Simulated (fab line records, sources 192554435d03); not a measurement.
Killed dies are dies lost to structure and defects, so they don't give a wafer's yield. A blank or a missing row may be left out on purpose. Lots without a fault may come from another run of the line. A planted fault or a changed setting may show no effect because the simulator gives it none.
fab line records | flow n5_finfet
record lots=10 wafers=30 last_day=19
route steps=1938 shown BEOL_M7@1330 BEOL_M8@1335 PASSIVATION@1936
lots that met no fault: from a run of the same line without faults
start_h: hours from the record's first day to the start of the lot's first wafer shown | wait_h: hours since the lot's step before | " the same as in the row above | L1.1+2: a row that stands for several wafers | - no value, or no start given | * or withheld: withheld | < > ~ a bound
route shown NAME@n: a module of which the file shows steps, and the number in the route of the first | usual: mean/standard deviation of fault-free wafers | same: alike in all rows | chamber/n: place in a boat | sites: the reading at each site | _std_site: their standard deviation | _edge_site: outer sites' mean less inner sites' | radius_mm: how far each site lies from the wafer's centre | mask NAME#n: copy n | behind: the tool/chamber that last shaped the wafer | hold: why the lot was held/for how many hours/how that ended | device: the transistor (n, p or np) that didn't switch | end of line: the same wafers' tests at the end of the route | a step without rows: its recipe alone | killed: dies lost to structure and defects at the first sort, not the wafer's yield | map: a wafer's dies, x killed, . not, _ none there
set.NAME: the setting as run; set.NAME@STEP: as run at that earlier step | model.NAME: the simulator's own value behind a step, which no gauge read
steps of the route over a sample of lots; a table a step, a row a wafer
services: from which hour (start_h, from the record's first day; less than 0 if before it) a tool's chamber was out of use, for how many hours, and why
## steps
# step N5_BEOL_M7_RS_MEAS_57
# recipe thk_meas_gauge=four-point-probe reads=Cu_of_BEOL_M7_ECD_50+Co_of_BEOL_M7_CVD_78+TaN_of_BEOL_M7_ALD_77
# usual M7_RS=0.285/0.0077
# columns lot.wafer tool chamber start_h wait_h M7_RS[ohm/sq]
L377.2 film_metro-02 - 188.55 0.1 0.290
L377.3 " - " " 0.297
L377.4 " - " " 0.286
L380.4 film_metro-02 - 220.23 0.0 0.276
L380.5 " - " " 0.285
L380.6 " - " " 0.292
L381.1 film_metro-01 - 230.24 0.1 0.274
L381.3 " - " " 0.292
L381.4 " - " " 0.274
L382.2 film_metro-02 - 241.47 0.1 0.278
L382.5 " - " " 0.284
L382.6 " - " " 0.291
L383.2 film_metro-02 - 244.90 0.1 0.293
L383.3 " - " " 0.283
L383.6 " - " " 0.298
L388.1 film_metro-02 - 284.37 0.1 0.289
L388.2 " - " " 0.281
L388.3 " - " " 0.281
L389.4 film_metro-01 - 290.99 0.0 0.276
L389.5 " - " " 0.285
L389.6 " - " " 0.273
L396.1 film_metro-01 - 315.60 0.1 0.271
L396.3 " - " " 0.290
L396.6 " - " " 0.290
L400.1 film_metro-02 - 348.77 0.1 0.285
L400.3 " - " " 0.279
L400.6 " - " " 0.286
L399.4 film_metro-01 - 364.43 0.0 0.285
L399.5 " - " " 0.288
L399.6 " - " " 0.277
# step N5_BEOL_M8_PECVD_70
# recipe material=SiO2 target_thk_a=200 temp_c=400 precursor=TEOS/O2 pressure_torr=5.5 rf_w=450 teos_flow_sccm=53.8 gas=O2 flow_sccm=3000 time_s=22.7
# usual heater_power_w=649/89 showerhead_plenum_p_Torr=8.76/0.057 showerhead_vpp_V=1347/57 throttle_valve_pct=22.3/0.75
# columns lot.wafer tool chamber start_h wait_h heater_power_w showerhead_plenum_p_Torr showerhead_vpp_V throttle_valve_pct
L377.2 pecvd-01 2 189.23 0.0 509 8.75 1310 22.2
L377.3 " 0 " " 657 8.71 1346 21.1
L377.4 " 0 " " 636 8.71 1324 21.0
L380.4 pecvd-04 2 220.92 0.1 626 8.76 1322 21.8
L380.5 " 1 " " 698 8.86 1429 23.2
L380.6 " 0 " " 874 8.82 1454 22.5
L381.1 pecvd-02 1 231.40 0.0 661 8.75 1310 23.5
L381.3 " 0 " " 641 8.80 1373 21.6
L381.4 " 1 " " 640 8.77 1284 23.3
L382.2 pecvd-01 0 242.14 0.0 676 8.71 1363 21.4
L382.5 " 2 " " 591 8.79 1313 22.2
L382.6 " 1 " " 618 8.76 1302 22.9
L383.2 pecvd-02 2 245.60 0.0 550 8.64 1371 21.2
L383.3 " 1 " " 642 8.72 1289 23.6
L383.6 " 1 " " 645 8.73 1296 23.6
L388.1 pecvd-01 1 285.05 0.0 605 8.77 1272 22.9
L388.2 " 0 " " 678 8.72 1367 20.7
L388.3 " 2 " " 629 8.76 1314 22.2
L389.4 pecvd-01 2 291.68 0.1 633 8.75 1321 22.3
L389.5 " 1 " " 683 8.79 1271 22.9
L389.6 " 0 " " 578 8.72 1373 21.3
L396.1 pecvd-04 0 316.27 0.0 793 8.80 1454 22.4
L396.3 " 1 " " 609 8.84 1437 22.8
L396.6 " 2 " " 715 8.76 1339 22.1
L400.1 pecvd-04 2 349.58 0.0 768 8.76 1312 22.0
L400.3 " 0 " " 911 8.85 1442 22.4
L400.6 " 2 " " 778 8.77 1355 22.2
L399.4 pecvd-02 0 365.13 0.1 675 8.80 1381 22.3
L399.5 " 1 " " 749 8.75 1293 23.7
L399.6 " 2 " " 525 8.65 1378 21.6
# step N5_BEOL_M8_INSPECT_13
# recipe mode=adi inspect_instrument=brightfield
# usual raw_defect_count=444/95
# columns lot.wafer tool chamber start_h wait_h raw_defect_count
L377.2 defect_inspect-01 - 191.26 0.0 525
L377.3 " - " " 396
L377.4 " - " " 357
L380.4 defect_inspect-01 - 222.41 0.0 402
L380.5 " - " " 443
L380.6 " - " " 360
L381.1 defect_inspect-02 - 233.34 0.0 458
L381.3 " - " " 581
L381.4 " - " " 483
L382.2 defect_inspect-02 - 243.12 0.0 505
L382.5 " - " " 406
L382.6 " - " " 580
L383.2 defect_inspect-01 - 248.69 0.0 404
L383.3 " - " " 490
L383.6 " - " " 452
L388.1 defect_inspect-01 - 286.16 0.0 506
L388.2 " - " " 310
L388.3 " - " " 358
L389.4 defect_inspect-02 - 292.84 0.0 447
L389.5 " - " " 417
L389.6 " - " " 1455
L396.1 defect_inspect-02 - 317.35 0.0 438
L396.3 " - " " 351
L396.6 " - " " 493
L400.1 defect_inspect-01 - 350.70 0.0 415
L400.3 " - " " 429
L400.6 " - " " 464
L399.4 defect_inspect-01 - 366.36 0.0 364
L399.5 " - " " 490
L399.6 " - " " 464
# step N5_BEOL_M8_ETCH_61
# recipe chemistry=CF4 target=SiARC target_depth_a=455 mask_material=CAR-ArF time_s=75.8 ion_energy_ev=80 pressure_mtorr=40 source_w=545 bias_w=36 Ar_flow_sccm=100 cf4_flow_sccm=100 ends=cleared
# usual drypump_motor_current_A=5.5/0.36 etch_rf_on_time_s=75.4/1 oes_product_au=0.69/0.065 rf_vpp_V=184.5/1.2 showerhead_plenum_p_Torr=2.16/0.055 throttle_valve_pct=15.59/0.18
# columns lot.wafer tool chamber start_h wait_h drypump_motor_current_A etch_rf_on_time_s oes_product_au rf_hours_counter_h rf_vpp_V showerhead_plenum_p_Torr throttle_valve_pct
L377.2 rie_diel-01 3 191.33 0.0 5.7 73.4 0.76 46 183.9 2.09 15.42
L377.3 " 1 " " 5.9 75.5 0.58 224 184.2 2.20 15.70
L377.4 " 3 " " 5.7 74.3 0.76 - 183.4 2.09 15.43
L380.4 rie_diel-01 0 222.58 0.0 5.3 75.5 0.73 73 185.1 2.25 15.38
L380.5 " 1 " " 5.9 75.3 0.58 - 183.7 2.20 15.72
L380.6 " 2 " " 6.1 75.1 0.73 - 186.8 2.25 15.35
L381.1 rie_diel-02 1 233.52 0.0 4.7 75.8 0.69 111 184.3 2.15 15.82
L381.3 " 3 " " 5.1 77.0 0.62 192 186.3 2.21 15.64
L381.4 " 0 " " 5.7 75.3 0.58 240 184.8 2.19 16.08
L382.2 rie_diel-04 3 243.19 0.0 5.6 74.3 0.70 73 185.5 2.17 15.60
L382.5 " 0 " " 5.8 76.0 0.60 - 182.1 2.11 15.85
L382.6 " 1 " " 5.4 74.7 0.74 - 184.4 2.10 15.53
L383.2 rie_diel-02 3 248.91 0.0 5.1 78.0 0.61 198 185.7 2.21 15.64
L383.3 " 1 " " 4.7 76.6 0.68 117 182.9 2.15 15.82
L383.6 " 1 " " 4.7 76.1 0.68 - 184.3 2.15 15.84
L388.1 rie_diel-01 3 286.23 0.0 5.7 74.5 0.71 75 183.8 2.08 15.47
L388.2 " 0 " " 5.2 75.0 0.71 90 184.2 2.25 15.41
L388.3 " 2 " " 6.1 74.7 0.72 85 183.9 2.24 15.41
L389.4 rie_diel-02 1 292.94 0.0 4.7 76.4 0.66 - 183.3 2.14 15.86
L389.5 " 0 " " 5.6 73.8 0.82 - 185.1 2.19 15.60
L389.6 " 3 " " 5.1 78.2 0.60 - 186.4 2.20 15.69
L396.1 rie_diel-04 3 317.42 0.0 5.6 74.9 0.68 100 184.9 2.16 15.64
L396.3 " 2 " " 5.4 74.9 0.69 115 184.4 2.16 15.67
L396.6 " 0 " " 5.7 75.4 0.81 - 184.0 2.10 15.40
L400.1 rie_diel-01 1 350.77 0.0 5.9 76.1 0.79 18 184.9 2.18 15.29
L400.3 " 2 " " 6.0 76.7 0.69 107 184.3 2.24 15.44
L400.6 " 0 " " 5.3 75.8 0.69 - 185.4 2.24 15.48
L399.4 rie_diel-04 3 366.44 0.0 5.6 75.2 0.67 118 182.7 2.15 15.68
L399.5 " 1 " " 5.4 75.3 0.69 - 182.5 2.08 15.61
L399.6 " 2 " " 5.4 74.5 0.67 - 184.8 2.15 15.68
# step N5_BEOL_M8_ETCH_62
# recipe chemistry=N2/H2 target=SOC target_depth_a=1100 overetch_a=220 mask_material=SiARC temp_c=40 time_s=165 ion_energy_ev=200 pressure_mtorr=30 source_w=840 bias_w=150 n2_flow_sccm=200 h2_flow_sccm=200
# usual drypump_motor_current_A=5.5/0.36 oes_product_au=0.68/0.062 rf_vpp_V=524.6/2 showerhead_plenum_p_Torr=2.57/0.069 throttle_valve_pct=17.80/0.19
# columns lot.wafer tool chamber start_h wait_h drypump_motor_current_A oes_product_au rf_hours_counter_h rf_vpp_V showerhead_plenum_p_Torr throttle_valve_pct
L377.2 rie_diel-01 3 191.38 0.0 5.7 0.73 46 522.1 2.48 17.61
L377.3 " 1 " " 5.9 0.58 224 526.3 2.61 17.92
L377.4 " 3 " " 5.7 0.74 - 521.6 2.48 17.60
L380.4 rie_diel-01 0 222.63 0.0 5.3 0.72 73 528.0 2.68 17.61
L380.5 " 1 " " 5.9 0.57 - 525.1 2.61 17.94
L380.6 " 2 " " 6.1 0.72 - 528.1 2.68 17.55
L381.1 rie_diel-02 1 233.58 0.0 4.7 0.68 111 524.3 2.56 18.02
L381.3 " 3 " " 5.1 0.62 192 526.1 2.63 17.78
L381.4 " 0 " " 5.7 0.58 240 526.0 2.62 18.36
L382.2 rie_diel-04 3 243.25 0.0 5.6 0.70 73 523.4 2.57 17.78
L382.5 " 0 " " 5.7 0.59 - 522.6 2.50 17.91
L382.6 " 1 " " 5.4 0.73 - 523.0 2.48 17.83
L383.2 rie_diel-02 3 248.97 0.0 5.1 0.62 198 526.1 2.63 17.78
L383.3 " 1 " " 4.7 0.68 117 524.3 2.56 18.05
L383.6 " 1 " " 4.7 0.67 - 523.6 2.56 18.06
L388.1 rie_diel-01 3 286.28 0.0 5.7 0.71 75 520.8 2.47 17.66
L388.2 " 0 " " 5.3 0.70 90 528.4 2.67 17.62
L388.3 " 2 " " 6.1 0.70 85 527.4 2.67 17.61
L389.4 rie_diel-02 1 293.04 0.1 4.7 0.66 - 524.3 2.55 18.07
L389.5 " 0 " " 5.7 0.80 - 525.2 2.61 17.96
L389.6 " 3 " " 5.1 0.60 - 526.4 2.62 17.82
L396.1 rie_diel-04 3 317.47 0.0 5.6 0.67 100 524.2 2.56 17.85
L396.3 " 2 " " 5.4 0.68 115 524.5 2.56 17.93
L396.6 " 0 " " 5.8 0.80 - 522.2 2.49 17.49
L400.1 rie_diel-01 1 350.82 0.0 5.9 0.79 18 523.6 2.60 17.57
L400.3 " 2 " " 6.1 0.69 107 527.5 2.66 17.64
L400.6 " 0 " " 5.3 0.69 - 526.9 2.66 17.67
L399.4 rie_diel-04 3 366.49 0.0 5.6 0.66 118 524.1 2.55 17.86
L399.5 " 1 " " 5.4 0.68 - 521.8 2.47 17.91
L399.6 " 2 " " 5.4 0.66 - 522.5 2.55 17.96
# step N5_PASSIVATION_PROBE_49
# usual defect_limited_yield=91.2/1.4 killed_at_M0_to_M3=34/10 killed_at_M4_up=13/5.1 killed_at_contacts=12/6.5 killed_at_front_end=41/11 killed_at_other=4/3.3 killed_dies=104/16 killed_open=69/13 killed_short=33/7 sort_bin_5_function=5.1/0.91 sort_bin_6_memory=3.3/0.69 sort_n_pass=1076/16 sort_yield_pct=91.2/1.4
# same gross_dies=1180 killed_at_back_side=0 sort_bin_4_leakage[%]=0 sort_bin_8_speed[%]=0
# columns lot.wafer tool chamber start_h wait_h defect_limited_yield[%] killed_at_M0_to_M3 killed_at_M4_up killed_at_contacts killed_at_front_end killed_at_other killed_dies killed_open killed_short sort_bin_5_function[%] sort_bin_6_memory[%] sort_n_pass sort_yield_pct[%]
L389.4 prober-01 - 358.11 0.2 90.9 27 14 8 51 7 107 78 29 5.2 3.8 1073 90.9
L389.5 prober-01 - 358.16 0.2 93.4 23 12 6 36 1 78 38 35 3.5 2.5 1102 93.4
L389.6 prober-01 - 358.21 0.3 80.3 24 160 14 27 8 233 53 27 12.3 3.5 947 80.3
# killed by level:class
L389.4 FIN_SAQP:geometric_particle:open=15 STI_FIN_REVEAL:geometric_particle:open=10 MOL_CONTACT_COAG:geometric_particle:open=6 BEOL_M0_SAQP:geometric_particle:open=6 BEOL_M0_SAQP:geometric_particle:short=6 FIN_SAQP:geometric_particle:short=5 BEOL_M1:geometric_particle:open=5 BEOL_M4:geometric_particle:open=5
L389.5 STI_FIN_REVEAL:geometric_particle:open=11 BEOL_M0_SAQP:geometric_particle:short=8 MOL_CONTACT_COAG:geometric_particle:short=4 BEOL_M3:geometric_particle:open=4 STARTING-WAFER:geometric_particle:short=4 BEOL_M5:geometric_particle:short=4 FIN_SAQP:geometric_particle:open=3 STI_FIN_REVEAL:geometric_particle:short=3
L389.6 BEOL_M8:unspecified=153 MOL_CONTACT_COAG:geometric_particle:open=11 FIN_SAQP:geometric_particle:open=7 STI_FIN_REVEAL:geometric_particle:open=6 BEOL_M0_SAQP:geometric_particle:short=6 BEOL_M0_SAQP:geometric_particle:open=5 BEOL_M3:geometric_particle:open=5 BEOL_M2:geometric_particle:open=4
## services
# columns tool chamber start_h hours kind
pecvd-01 - 168.97 1.6 repair
rie_diel-01 0 183.85 7.7 repair
pecvd-04 - 184.15 6.0 pm
rie_diel-02 3 195.74 3.8 repair
rie_diel-04 1 207.48 14.3 repair
rie_diel-04 - 209.64 0.6 repair
rie_diel-04 0 217.81 6.3 repair
rie_diel-02 2 227.15 4.2 repair
rie_diel-01 - 238.63 15.6 pm
rie_diel-02 2 252.28 2.4 repair
rie_diel-01 0 259.64 4.1 repair
rie_diel-02 - 260.12 2.8 pm
rie_diel-01 1 277.87 - clean
rie_diel-01 1 277.87 - consumable_replace:focus_ring
rie_diel-01 1 277.87 19.3 scheduled_down
pecvd-04 - 288.27 0.8 pm
rie_diel-04 - 297.70 2.8 pm
pecvd-02 - 307.65 14.6 pm
pecvd-01 - 308.01 1.3 repair
rie_diel-01 - 310.45 2.8 pm
pecvd-04 0 319.67 12.2 repair
pecvd-01 - 330.68 2.8 pm
rie_diel-01 0 331.37 1.3 repair
rie_diel-01 - 334.23 0.9 repair
## key
first_sign step=N5_BEOL_M8_INSPECT_13 reading=raw_defect_count direction=up sigmas=11 usual=444 struck=1455
effect step=N5_PASSIVATION_PROBE_49 reading=killed_at_M4_up direction=up sigmas=29 usual=13 struck=160
more_kills_born_at N5_BEOL_M8_PECVD_70@pecvd-01=153
met_at N5_BEOL_M8_PECVD_70
struck_lots L389
struck_wafers L389.6
not_acting_at N5_BEOL_M7_RS_MEAS_57,N5_BEOL_M8_ETCH_61,N5_BEOL_M8_ETCH_62
onset_between 285.05 291.68
fault kind=chamber_particle_source tool=pecvd-01 chamber=0 onset_h=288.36 steps=N5_BEOL_M8_PECVD_70 rate_per_visit_cm2=1.689 end_h=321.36
